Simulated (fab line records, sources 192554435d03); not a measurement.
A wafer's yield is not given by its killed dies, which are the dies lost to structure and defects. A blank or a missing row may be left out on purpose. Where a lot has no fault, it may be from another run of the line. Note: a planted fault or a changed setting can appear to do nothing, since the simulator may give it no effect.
Split-lot experiment / flow n5Finfet / 21 wafers read from 7 lots, route of 1938 steps

## SPLIT DETAILS
At N5_BEOL_M7_COAT_22 (resist thk 30 nm), the setting spinRpm was moved away from the recipe's 1500 rpm on 5 of the 21 wafers read, by -9.3% to +7.7%. For the rest of the wafers, this setting stayed at what the recipe calls for.

## FROM THE SPLIT TO THE READING: what the file shows between them, 4 steps
- N5_BEOL_M7_EBR_24
- N5_BEOL_M7_SOFTBAKE_23: time 60 s
- N5_BEOL_M7_DESCUM_33: chemistry O2, time 7 s
- N5_BEOL_M7_ETCH_72: etches underlayer in N2/H2, target depth 6.5 nm, time 5.2 s

## THE READING
CAR-EUV_of_BEOL_M7_COAT_22.thkNm (the simulator's own value, which no gauge read), in nm, at N5_BEOL_M7_ETCH_65 (etches SiARC in CF4, target depth 15.6 nm, time 26 s). The file does not state a usual value for it. Here, 16 wafers ran the recipe; their average is 11.1 nm with a standard deviation of 0.099 nm.

wafer=L077.2; tool, chamber at the split=lithoTrack-05, 0; spinRpm as run, rpm=1500; against the recipe=recipe; CAR-EUV_of_BEOL_M7_COAT_22.thkNm, nm=11; against lot-mates on the recipe=-
wafer=L077.4; tool, chamber at the split=lithoTrack-05, 0; spinRpm as run, rpm=1500; against the recipe=recipe; CAR-EUV_of_BEOL_M7_COAT_22.thkNm, nm=11; against lot-mates on the recipe=-
wafer=L077.6; tool, chamber at the split=lithoTrack-05, 0; spinRpm as run, rpm=1500; against the recipe=recipe; CAR-EUV_of_BEOL_M7_COAT_22.thkNm, nm=11.2; against lot-mates on the recipe=-
wafer=L079.4; tool, chamber at the split=lithoTrack-03, 0; spinRpm as run, rpm=1500; against the recipe=recipe; CAR-EUV_of_BEOL_M7_COAT_22.thkNm, nm=11; against lot-mates on the recipe=-
wafer=L079.5; tool, chamber at the split=lithoTrack-03, 0; spinRpm as run, rpm=1500; against the recipe=recipe; CAR-EUV_of_BEOL_M7_COAT_22.thkNm, nm=11.2; against lot-mates on the recipe=-
wafer=L079.6; tool, chamber at the split=lithoTrack-03, 0; spinRpm as run, rpm=1361; against the recipe=-9.3%; CAR-EUV_of_BEOL_M7_COAT_22.thkNm, nm=12.6; against lot-mates on the recipe=+1.5
wafer=L074.3; tool, chamber at the split=lithoTrack-05, 0; spinRpm as run, rpm=1500; against the recipe=recipe; CAR-EUV_of_BEOL_M7_COAT_22.thkNm, nm=11; against lot-mates on the recipe=-
wafer=L074.4; tool, chamber at the split=lithoTrack-05, 0; spinRpm as run, rpm=1500; against the recipe=recipe; CAR-EUV_of_BEOL_M7_COAT_22.thkNm, nm=11; against lot-mates on the recipe=-
wafer=L074.6; tool, chamber at the split=lithoTrack-05, 0; spinRpm as run, rpm=1500; against the recipe=recipe; CAR-EUV_of_BEOL_M7_COAT_22.thkNm, nm=11; against lot-mates on the recipe=-
wafer=L082.1; tool, chamber at the split=lithoTrack-03, 0; spinRpm as run, rpm=1500; against the recipe=recipe; CAR-EUV_of_BEOL_M7_COAT_22.thkNm, nm=11; against lot-mates on the recipe=-
wafer=L082.6; tool, chamber at the split=lithoTrack-03, 0; spinRpm as run, rpm=1500; against the recipe=recipe; CAR-EUV_of_BEOL_M7_COAT_22.thkNm, nm=11; against lot-mates on the recipe=-
wafer=L082.5; tool, chamber at the split=lithoTrack-03, 0; spinRpm as run, rpm=1615; against the recipe=+7.7%; CAR-EUV_of_BEOL_M7_COAT_22.thkNm, nm=10; against lot-mates on the recipe=-1.0
wafer=L085.3; tool, chamber at the split=lithoTrack-05, 0; spinRpm as run, rpm=1394; against the recipe=-7.1%; CAR-EUV_of_BEOL_M7_COAT_22.thkNm, nm=12.2; against lot-mates on the recipe=+1.0
wafer=L085.4; tool, chamber at the split=lithoTrack-05, 0; spinRpm as run, rpm=1500; against the recipe=recipe; CAR-EUV_of_BEOL_M7_COAT_22.thkNm, nm=11.2; against lot-mates on the recipe=-
wafer=L085.6; tool, chamber at the split=lithoTrack-05, 0; spinRpm as run, rpm=1500; against the recipe=recipe; CAR-EUV_of_BEOL_M7_COAT_22.thkNm, nm=11.2; against lot-mates on the recipe=-
wafer=L087.4; tool, chamber at the split=lithoTrack-03, 0; spinRpm as run, rpm=1500; against the recipe=recipe; CAR-EUV_of_BEOL_M7_COAT_22.thkNm, nm=11.2; against lot-mates on the recipe=-
wafer=L087.5; tool, chamber at the split=lithoTrack-03, 0; spinRpm as run, rpm=1500; against the recipe=recipe; CAR-EUV_of_BEOL_M7_COAT_22.thkNm, nm=11.2; against lot-mates on the recipe=-
wafer=L087.6; tool, chamber at the split=lithoTrack-03, 0; spinRpm as run, rpm=1500; against the recipe=recipe; CAR-EUV_of_BEOL_M7_COAT_22.thkNm, nm=11.2; against lot-mates on the recipe=-
wafer=L092.1; tool, chamber at the split=lithoTrack-05, 0; spinRpm as run, rpm=1367; against the recipe=-8.9%; CAR-EUV_of_BEOL_M7_COAT_22.thkNm, nm=12.4; against lot-mates on the recipe=+1.4
wafer=L092.5; tool, chamber at the split=lithoTrack-05, 0; spinRpm as run, rpm=1367; against the recipe=-8.9%; CAR-EUV_of_BEOL_M7_COAT_22.thkNm, nm=12.4; against lot-mates on the recipe=+1.4
wafer=L092.4; tool, chamber at the split=lithoTrack-05, 0; spinRpm as run, rpm=1500; against the recipe=recipe; CAR-EUV_of_BEOL_M7_COAT_22.thkNm, nm=11; against lot-mates on the recipe=-

FIT RESULTS
A straight line over all 21 wafers: CAR-EUV_of_BEOL_M7_COAT_22.thkNm changes by -0.151 nm for each +1% of spinRpm; r = -0.99; the points scatter about the line by 0.097 nm.
The same after taking each lot's own level away (the mean of its wafers on the recipe; 21 wafers): -0.151 nm for each +1%; r = -0.99; scatter 0.068 nm.
According to that fit, moving spinRpm by its largest amount changes the reading by 1.4 nm.
From 11.00 to 11.20 nm: that is the span of the lots' own levels, equal to 2.0 times the standard deviation above.
Hence the lot-to-lot level has little effect on the slope; both slopes agree.
Check: with one of the wafers moved furthest among these (-9.3%) left out of the fit, the line predicts +1.38 nm for it against its lot-mates. It came out at +1.5 nm against them.

## FURTHER SPLITS ON THESE WAFERS
Note: prior to the reading, these wafers also went through further splits. Each is held against what the fit with the lots' levels taken away leaves over:
other split on the same wafers=N5_BEOL_M4_EXPOSE_08 doseMj; wafers away from the commonest value=7; r with CAR-EUV_of_BEOL_M7_COAT_22.thkNm (lot level and that fit taken away)=-0.15
other split on the same wafers=N5_BEOL_M4_ETCH_64 biasW; wafers away from the commonest value=13; r with CAR-EUV_of_BEOL_M7_COAT_22.thkNm (lot level and that fit taken away)=+0.08
other split on the same wafers=N5_BEOL_M4_DESCUM_33 timeS; wafers away from the commonest value=7; r with CAR-EUV_of_BEOL_M7_COAT_22.thkNm (lot level and that fit taken away)=-0.07
other split on the same wafers=N5_BEOL_M4_TRENCH_ETCH_37 biasW; wafers away from the commonest value=11; r with CAR-EUV_of_BEOL_M7_COAT_22.thkNm (lot level and that fit taken away)=-0.18
other split on the same wafers=N5_BEOL_M5_ETCH_68 timeS; wafers away from the commonest value=9; r with CAR-EUV_of_BEOL_M7_COAT_22.thkNm (lot level and that fit taken away)=+0.00
other split on the same wafers=N5_BEOL_M5_TRENCH_ETCH_37 biasW; wafers away from the commonest value=8; r with CAR-EUV_of_BEOL_M7_COAT_22.thkNm (lot level and that fit taken away)=+0.04
other split on the same wafers=N5_BEOL_M6_DESCUM_33 timeS; wafers away from the commonest value=6; r with CAR-EUV_of_BEOL_M7_COAT_22.thkNm (lot level and that fit taken away)=-0.40
other split on the same wafers=N5_BEOL_M7_COAT_63 spinRpm; wafers away from the commonest value=4; r with CAR-EUV_of_BEOL_M7_COAT_22.thkNm (lot level and that fit taken away)=+0.13

## THE WHOLE CHAIN: every reading that the file lists as answering this split, in the file's order
step=N5_BEOL_M7_COAT_22; what it does=resist thk 30 nm; reading=CAR-EUV_of_BEOL_M7_COAT_22.thkNm (the simulator's own value, which no gauge read); change (the file's fit)=-0.162 nm for each +1% of the setting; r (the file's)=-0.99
step=N5_BEOL_M7_ETCH_65; what it does=etches SiARC in CF4, target depth 15.6 nm, time 26 s; reading=CAR-EUV_of_BEOL_M7_COAT_22.thkNm (the simulator's own value, which no gauge read); change (the file's fit)=-0.15 nm for each +1% of the setting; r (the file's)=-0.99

## FILE'S OWN FIT
CAR-EUV_of_BEOL_M7_COAT_22.thkNm changes by -0.15 nm for each +1% of spinRpm, r = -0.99.
